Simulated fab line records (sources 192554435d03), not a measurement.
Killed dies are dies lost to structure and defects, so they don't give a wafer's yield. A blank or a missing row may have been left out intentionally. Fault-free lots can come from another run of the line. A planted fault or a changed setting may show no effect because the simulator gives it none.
A struck lot beside a sound one || flow n5 finfet || 16 out of 1938 route steps
Sound: these wafers, L656.3, L656.4, L656.5. Struck: wafer L660.6 (left out: L660.4, a lot-mate that was not struck); the cause follows at the end.
Per side, at each step with rows, come the tool, then ch with its chambers, and then its first start. Under that, the readings that differ: sound wafers || struck wafers || difference of the means || sigmas: that difference in standard deviations of wafers without a fault.
alike: words and numbers the same on both sides, and readings whose means are apart by under 2 such deviations; not compared: readings that were withheld, readings missing a value for some wafer, numbers with overlapping values and no deviation given by the record, and bounds like >300 which may hide the same value.
The two part at a step that has a row with sigmas, a row that says differs or no value, or rows on one side only. Numbers that have no deviation but don't overlap get no sigmas and don't part them. Lack of a reading on every wafer of one side parts them only where that side has two or more wafers.

first, 5 steps without rows for these wafers: N5_SD_EPI_P_EBR_05; N5_SD_EPI_P_SOFTBAKE_04 (time 60 s); N5_SD_EPI_P_EXPOSE_06 (exposes mask SD P BLK, target cd 240 nm); N5_SD_EPI_P_PEB_07 (peb time 60 s); N5_SD_EPI_P_DEVELOP_08 (develop time 30 s).
N5_SD_EPI_P_CD_MEAS_09: the cd target is 240 nm.
  sound on cd sem-01 ch 0, day 4 07:01; struck on cd sem-03 ch 0, day 5 08:11
  alike: cd nm
N5_SD_EPI_P_OVL_MEAS_10:
  sound on overlay-02 ch 0, day 4 07:03; struck on overlay-02 ch 0, day 5 08:13
  alike: SD_P_BLK_OVL
N5_SD_EPI_P_INSPECT_11: inspects for defects (macro).
  sound: defect inspect-02 at day 4 07:04; struck: defect inspect-01 at day 5 08:14
  alike: raw defect count
N5_SD_EPI_P_DESCUM_14: chemistry O2, time 7.9 s.
  sound on rie diel-03 ch 2,3, day 4 07:21; struck on rie diel-03 ch 2, day 5 08:16
  alike: drypump motor current A, oes product au, rf vpp V, showerhead plenum p Torr, throttle valve pct
  not compared: rf hours counter h
N5_SD_EPI_P_ETCH_36: etches SiARC in CF4, target depth 45.5 nm, time 75.8 s.
  sound on rie diel-03 ch 2,3, day 4 07:23; struck on rie diel-03 ch 2, day 5 08:19
  alike: drypump motor current A, etch rf on time s, oes product au, rf vpp V, showerhead plenum p Torr, throttle valve pct
  not compared: rf hours counter h
N5_SD_EPI_P_ETCH_37: etches SOC in N2/H2, overetch 108 nm, time 486 s.
  sound on rie diel-03 ch 2,3, day 4 07:26; struck on rie diel-03 ch 2, day 5 08:22
{"reading": "rf vpp V (V)", "sound": "240.1 242.3 240.9", "struck": 238.7, "difference": -2.4, "sigmas": -2}
  alike: drypump motor current A, oes product au, showerhead plenum p Torr, throttle valve pct
  not compared: rf hours counter h
then, 1 step without rows for these wafers: N5_SD_EPI_P_STRIP_38 (strips in N2/H2).
N5_SD_EPI_P_ETCHBACK_46: etches SiNx in CH3F/O2, stops on SiO2, target depth 17.5 nm.
  sound on rie diel-03 ch 2,3, day 4 07:46; struck on rie diel-03 ch 2, day 5 08:41
{"reading": "over etch frac", "sound": "0.3 0.3 0.3", "struck": 0.26786, "difference": -0.03214, "sigmas": ""}
  alike: drypump motor current A, oes product au, rf vpp V, showerhead plenum p Torr, throttle valve pct
  not compared: rf hours counter h
N5_SD_EPI_P_ETCH_47: etches SiOCN in CH3F/O2, target depth 25 nm.
  sound on rie diel-03 ch 2,3, day 4 07:52; struck on rie diel-03 ch 2, day 5 08:47
  alike: drypump motor current A, oes product au, rf vpp V, showerhead plenum p Torr, throttle valve pct
  not compared: rf hours counter h
-- here the record skips 5 days between the struck wafers' starts before and after, leaving off in module SD_EPI_P and picking up in module BEOL_M4 (first step shown: number 1111 of the route) --
N5_BEOL_M4_RC_MEAS_101:
  sound on prober-01 ch 0, day 8 22:28; struck on prober-01 ch 0, day 10 01:01
  alike: DIBL_N, DIBL_P, IOFF_N, IOFF_P, ION_N, ION_P, SS_N, SS_P, VT_N, VT_P
N5_PASSIVATION_PROBE_49:
  the record holds rows for the sound wafers here (prober-02, day 12 11:20) but none for the struck ones

## WHERE THEY PART
First at N5_SD_EPI_P_ETCH_37; last, within this record, at N5_PASSIVATION_PROBE_49.

WHY: the cause the simulator had injected
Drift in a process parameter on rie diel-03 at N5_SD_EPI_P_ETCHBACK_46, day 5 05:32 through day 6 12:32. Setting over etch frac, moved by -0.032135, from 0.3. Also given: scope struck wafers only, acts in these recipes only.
